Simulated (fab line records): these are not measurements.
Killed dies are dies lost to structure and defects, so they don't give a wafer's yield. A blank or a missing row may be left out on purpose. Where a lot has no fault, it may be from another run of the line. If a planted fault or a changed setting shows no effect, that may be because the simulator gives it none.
Which tool did it? | flow n5-finfet | Sampling: 22 lots, 66 wafers, 4 of 1938 route steps

## WHAT THE GAUGES READ, wafer by wafer
N5_SD_EPI_N_CD_MEAS_09 targets a cd of 120 nm.
lot  | measured    | on        | cd-nm (nm)
L074 | day 3 01:55 | cd-sem-01 | 119.8 120.4 120.2
L075 | day 3 08:31 | cd-sem-02 | 120.5 120.6 119.9
L076 | day 3 12:32 | cd-sem-03 | 119.1 119.4 119.1
L077 | day 3 17:44 | cd-sem-03 | 118.9 119.0 119.6
L078 | day 4 00:37 | cd-sem-02 | 119.2 118.9 119.8
L079 | day 4 08:01 | cd-sem-01 | 120.6 120.5 120.9
L080 | day 4 14:23 | cd-sem-01 | 119.7 120.3 119.5
L082 | day 5 04:20 | cd-sem-01 | 118.2 119.3 118.9
L083 | day 5 09:02 | cd-sem-01 | 118.4 119.1 118.9
L084 | day 5 13:58 | cd-sem-01 | 121.3 119.9 120.0
L085 | day 5 23:02 | cd-sem-03 | 119.8 119.6 118.7
L086 | day 6 01:54 | cd-sem-03 | 119.0 119.8 119.8
L087 | day 6 08:02 | cd-sem-02 | 118.9 119.8 119.9
L088 | day 6 13:20 | cd-sem-01 | 121.3 120.2 120.9
L089 | day 6 19:38 | cd-sem-01 | 121.8 121.2 120.8
L090 | day 7 00:35 | cd-sem-01 | 119.4 120.2 120.5
L092 | day 7 13:16 | cd-sem-02 | 119.8 120.3 119.4
L093 | day 7 19:37 | cd-sem-01 | 119.1 119.9 119.7
L094 | day 8 01:55 | cd-sem-02 | 120.2 119.3 119.6
L095 | day 8 06:58 | cd-sem-02 | 119.6 119.6 119.5
L096 | day 8 11:31 | cd-sem-01 | 119.1 119.7 118.8
L097 | day 8 19:48 | cd-sem-03 | 120.2 120.3 121.6

## EACH LOT AND THE TOOL THAT RAN IT (in order: tool; ch and the chambers of the sampled wafers; start)
lot  | N5_DUMMY_GATE_ETCH_31             | N5_DUMMY_GATE_ETCH_23           | N5_DUMMY_GATE_ETCH_44
L074 | rie-diel-03 ch 0,2,3, day 3 00:11 | rie-si-04 ch 0,1,2, day 3 00:28 | rie-si-04 ch 0,1,2, day 3 00:31
L075 | rie-diel-04 ch 0,3, day 3 06:47   | rie-si-01 ch 2,3, day 3 07:04   | rie-si-01 ch 2,3, day 3 07:08
L076 | rie-diel-02 ch 0,2, day 3 10:47   | rie-si-06 ch 0,2,3, day 3 11:04 | rie-si-06 ch 0,2,3, day 3 11:08
L077 | rie-diel-02 ch 2,3, day 3 15:49   | rie-si-06 ch 0,2,3, day 3 16:05 | rie-si-06 ch 0,2,3, day 3 16:09
L078 | rie-diel-04 ch 1,3, day 3 22:58   | rie-si-06 ch 2,3, day 3 23:14   | rie-si-06 ch 2,3, day 3 23:17
L079 | rie-diel-02 ch 0,3, day 4 06:20   | rie-si-06 ch 1,3, day 4 06:37   | rie-si-06 ch 1,3, day 4 06:41
L080 | rie-diel-02 ch 1,3, day 4 12:32   | rie-si-01 ch 0,1, day 4 12:49   | rie-si-01 ch 0,1, day 4 12:52
L082 | rie-diel-02 ch 1,2, day 5 02:10   | rie-si-04 ch 1,2, day 5 02:27   | rie-si-04 ch 1,2, day 5 02:31
L083 | rie-diel-03 ch 0,3, day 5 07:10   | rie-si-06 ch 1,3, day 5 07:27   | rie-si-06 ch 1,3, day 5 07:31
L084 | rie-diel-03 ch 0,1,3, day 5 12:22 | rie-si-06 ch 0,2,3, day 5 12:38 | rie-si-06 ch 0,2,3, day 5 12:42
L085 | rie-diel-03 ch 0,1, day 5 20:22   | rie-si-04 ch 1,3, day 5 20:38   | rie-si-04 ch 1,3, day 5 20:42
L086 | rie-diel-04 ch 0,3, day 6 00:10   | rie-si-01 ch 1,2,3, day 6 00:27 | rie-si-01 ch 1,2,3, day 6 00:30
L087 | rie-diel-04 ch 1,3, day 6 06:19   | rie-si-06 ch 0,3, day 6 06:35   | rie-si-06 ch 0,3, day 6 06:38
L088 | rie-diel-04 ch 0,1,2, day 6 11:20 | rie-si-06 ch 0,1,2, day 6 11:37 | rie-si-06 ch 0,1,2, day 6 11:40
L089 | rie-diel-03 ch 0,1,2, day 6 17:49 | rie-si-01 ch 0,1,2, day 6 18:05 | rie-si-01 ch 0,1,2, day 6 18:08
L090 | rie-diel-02 ch 0,1,3, day 6 22:51 | rie-si-06 ch 0,1,3, day 6 23:08 | rie-si-06 ch 0,1,3, day 6 23:11
L092 | rie-diel-02 ch 1,3, day 7 11:32   | rie-si-01 ch 0,2,3, day 7 11:49 | rie-si-01 ch 0,2,3, day 7 11:52
L093 | rie-diel-04 ch 0,1,2, day 7 18:01 | rie-si-01 ch 1,2,3, day 7 18:17 | rie-si-01 ch 1,2,3, day 7 18:21
L094 | rie-diel-02 ch 0,1,3, day 8 00:19 | rie-si-06 ch 0,2, day 8 00:35   | rie-si-06 ch 0,2, day 8 00:39
L095 | rie-diel-02 ch 0,1,3, day 8 05:19 | rie-si-01 ch 0,1,2, day 8 05:34 | rie-si-01 ch 0,1,2, day 8 05:38
L096 | rie-diel-02 ch 2,3, day 8 09:32   | rie-si-06 ch 2,3, day 8 09:49   | rie-si-06 ch 2,3, day 8 09:53
L097 | rie-diel-03 ch 1,2, day 8 18:11   | rie-si-04 ch 1,2,3, day 8 18:28 | rie-si-04 ch 1,2,3, day 8 18:31
- N5_DUMMY_GATE_ETCH_31: etches SiO2 in C4F6/O2, target depth 82.5 nm, time 27.5 s.
- N5_DUMMY_GATE_ETCH_23: etches poly-Si in HBr/Cl2/O2, target depth 41 nm, time 22.3 s.
- N5_DUMMY_GATE_ETCH_44: etches poly-Si in HBr/O2, stops on SiO2, target depth 127.5 nm.

## AS READ BY THE TOOLS THEMSELVES (means over the sampled wafers that have a number; for cases with no such wafer, the mark the record gives instead)
N5_DUMMY_GATE_ETCH_31.
lot  | tool        | drypump-motor-current-A (A) | oes-product-au (a.u.) | rf-vpp-V (V) | showerhead-plenum-p-Torr (Torr) | throttle-valve-pct (%)
L074 | rie-diel-03 | 5.5                         | 0.77                  | 669          | 2.86                            | 21.2
L075 | rie-diel-04 | 6.2                         | 0.76                  | 658          | 2.78                            | 21.1
L076 | rie-diel-02 | 5.0                         | 0.71                  | 659          | 2.95                            | 21.6
L077 | rie-diel-02 | 6.0                         | 0.87                  | 671          | 2.86                            | 21.0
L078 | rie-diel-04 | 5.6                         | 0.82                  | 677          | 2.79                            | 20.8
L079 | rie-diel-02 | 6.3                         | 0.86                  | 664          | 2.86                            | 21.1
L080 | rie-diel-02 | 6.6                         | 0.79                  | 674          | 2.89                            | 21.1
L082 | rie-diel-02 | 5.3                         | 0.70                  | 669          | 2.94                            | 21.4
L083 | rie-diel-03 | 5.3                         | 0.74                  | 668          | 2.86                            | 21.4
L084 | rie-diel-03 | 5.7                         | 0.74                  | 672          | 2.88                            | 21.1
L085 | rie-diel-03 | 5.9                         | 0.71                  | 674          | 2.90                            | 21.1
L086 | rie-diel-04 | 6.0                         | 0.76                  | 650          | 2.70                            | 21.0
L087 | rie-diel-04 | 6.0                         | 0.77                  | 672          | 2.81                            | 21.0
L088 | rie-diel-04 | 5.5                         | 0.79                  | 665          | 2.75                            | 20.8
L089 | rie-diel-03 | 5.7                         | 0.71                  | 674          | 2.86                            | 21.3
L090 | rie-diel-02 | 6.3                         | 0.76                  | 664          | 2.89                            | 21.2
L092 | rie-diel-02 | 6.6                         | 0.82                  | 674          | 2.84                            | 21.0
L093 | rie-diel-04 | 5.5                         | 0.78                  | 665          | 2.74                            | 20.8
L094 | rie-diel-02 | 6.3                         | 0.75                  | 664          | 2.88                            | 21.3
L095 | rie-diel-02 | 6.3                         | 0.75                  | 663          | 2.88                            | 21.3
L096 | rie-diel-02 | 5.3                         | 0.94                  | 668          | 2.89                            | 21.1
L097 | rie-diel-03 | 5.8                         | 0.72                  | 675          | 2.85                            | 21.2

N5_DUMMY_GATE_ETCH_23.
lot  | tool      | drypump-motor-current-A (A) | mfc-cl2-sccm (sccm) | oes-product-au (a.u.) | throttle-valve-pct (%)
L074 | rie-si-04 | 5.5                         | 80.20               | 0.997                 | 37.2
L075 | rie-si-01 | 5.9                         | 80.11               | 0.981                 | 37.1
L076 | rie-si-06 | 5.6                         | 80.14               | 0.983                 | 37.0
L077 | rie-si-06 | 5.6                         | 80.02               | 0.987                 | 37.0
L078 | rie-si-06 | 5.3                         | 80.13               | 0.998                 | 36.8
L079 | rie-si-06 | 5.3                         | 80.01               | 1.026                 | 37.0
L080 | rie-si-01 | 6.2                         | 79.89               | 1.000                 | 37.1
L082 | rie-si-04 | 5.5                         | 80.15               | 0.981                 | 37.2
L083 | rie-si-06 | 5.6                         | 79.93               | 1.016                 | 37.3
L084 | rie-si-06 | 5.6                         | 79.74               | 0.987                 | 37.0
L085 | rie-si-04 | 5.7                         | 80.16               | 0.999                 | 37.4
L086 | rie-si-01 | 6.0                         | 80.09               | 0.995                 | 37.1
L087 | rie-si-06 | 5.7                         | 80.11               | 0.987                 | 37.2
L088 | rie-si-06 | 5.9                         | 79.86               | 0.968                 | 37.2
L089 | rie-si-01 | 6.0                         | 80.05               | 1.005                 | 37.1
L090 | rie-si-06 | 5.6                         | 79.67               | 0.997                 | 37.2
L092 | rie-si-01 | 5.9                         | 79.86               | 0.984                 | 37.1
L093 | rie-si-01 | 5.9                         | 80.09               | 0.980                 | 37.1
L094 | rie-si-06 | 5.9                         | 80.24               | 0.961                 | 37.2
L095 | rie-si-01 | 6.0                         | 79.90               | 0.997                 | 37.1
L096 | rie-si-06 | 5.6                         | 80.18               | 0.978                 | 36.9
L097 | rie-si-04 | 5.8                         | 79.98               | 0.992                 | 37.5

N5_DUMMY_GATE_ETCH_44.
lot  | tool      | drypump-motor-current-A (A) | oes-product-au (a.u.) | throttle-valve-pct (%)
L074 | rie-si-04 | 5.5                         | 0.725                 | 18.43
L075 | rie-si-01 | 5.8                         | 0.720                 | 18.61
L076 | rie-si-06 | 5.6                         | 0.722                 | 18.31
L077 | rie-si-06 | 5.7                         | 0.726                 | 18.32
L078 | rie-si-06 | 5.3                         | 0.728                 | 18.23
L079 | rie-si-06 | 5.3                         | 0.733                 | 18.35
L080 | rie-si-01 | 6.2                         | 0.731                 | 18.30
L082 | rie-si-04 | 5.5                         | 0.717                 | 18.38
L083 | rie-si-06 | 5.6                         | 0.736                 | 18.46
L084 | rie-si-06 | 5.6                         | 0.720                 | 18.32
L085 | rie-si-04 | 5.7                         | 0.729                 | 18.57
L086 | rie-si-01 | 6.0                         | 0.713                 | 18.52
L087 | rie-si-06 | 5.6                         | 0.725                 | 18.44
L088 | rie-si-06 | 5.9                         | 0.724                 | 18.42
L089 | rie-si-01 | 6.0                         | 0.731                 | 18.35
L090 | rie-si-06 | 5.7                         | 0.730                 | 18.45
L092 | rie-si-01 | 5.8                         | 0.727                 | 18.45
L093 | rie-si-01 | 6.0                         | 0.719                 | 18.52
L094 | rie-si-06 | 6.0                         | 0.712                 | 18.41
L095 | rie-si-01 | 6.0                         | 0.727                 | 18.36
L096 | rie-si-06 | 5.6                         | 0.722                 | 18.19
L097 | rie-si-04 | 5.8                         | 0.720                 | 18.60

## THE ANSWER, worked out from the rows above alone
Rule: usual is defined by the lots themselves. The widest of any qualifying gaps counts: lots, ordered by their means at a reading, are off when they make up no more than a third of the lots, leave a main group of 4 or more, and stand apart from it by 3 or more times the standard deviation of that group's means. The tables above print the reading to a certain number of digits; a main group whose means all agree to those digits is not used. A lot without any number at a reading at which 4 lots or more have one is off too. Where the step has rows for the other lots, those lots are counted as sound. First the gauges in route order, then the tools' own readings, where a lot's mean is used as printed above. The first step at which some lot is off is used, and at that step the reading that is off furthest; a lot without a number counts as furthest.
Across all readings shown, no lot is off: no conclusion can be drawn from this.

## WHAT THE SIMULATOR HAD INSERTED
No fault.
